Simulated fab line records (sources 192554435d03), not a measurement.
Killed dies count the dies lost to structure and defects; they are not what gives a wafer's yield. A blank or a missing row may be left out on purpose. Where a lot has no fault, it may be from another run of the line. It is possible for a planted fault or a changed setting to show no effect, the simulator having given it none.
Chamber matching -- flow n5Finfet -- N5_BEOL_M0_SAQP_ETCH_73 on rieDiel-02 has 4 sister chambers
The step etches SiARC in CF4, target depth 19.5 nm, time 32.5 s. 8 wafers are shown with their chamber, then 8 later ones without.

## EACH WAFER AND ITS CHAMBER
wafer,chamber,drypumpMotorCurrentA (A),throttleValvePct (%)
L084.3,2,5.6,15.42
L084.4,1,5.9,15.22
L084.5,3,4.8,15.83
L084.6,0,6.0,16.02
L085.2,2,5.6,15.42
L085.5,0,6.0,16.03
L085.6,1,5.9,15.23
L086.1,3,4.7,15.85

## WAFERS WITH NO CHAMBER GIVEN
wafer,drypumpMotorCurrentA (A),throttleValvePct (%)
L086.3,5.9,15.23
L086.4,6.0,16.04
L090.1,4.7,15.89
L090.4,6.0,16.04
L090.5,5.9,15.24
L094.1,4.8,15.89
L094.5,6.0,16.06
L094.6,4.7,15.89

## THE CHAMBER EACH PASSED THROUGH
wafer,from the rows above,in truth
L086.3,1,1
L086.4,0,0
L090.1,3,3
L090.4,0,0
L090.5,1,1
L094.1,3,3
L094.5,0,0
L094.6,3,3
8 of 8 placed correctly. From these rows, 0 cannot be placed. Placed wrongly: 0.
How it was worked out, from the rows above alone: a wafer's distance from a chamber is the root of the sum, over the readings, of the square of ((its reading less the chamber's mean) divided by the reading's scatter). If the next closest chamber is less than 2 further off than the closest, the wafer can't be placed; otherwise it belongs to the closest. For every chamber, the mean is computed from those of its wafers that are shown. How the scatter is found: for the shown wafers, subtract from each reading the mean of its chamber, square and add these, divide the total by (wafers less chambers), then take the root.
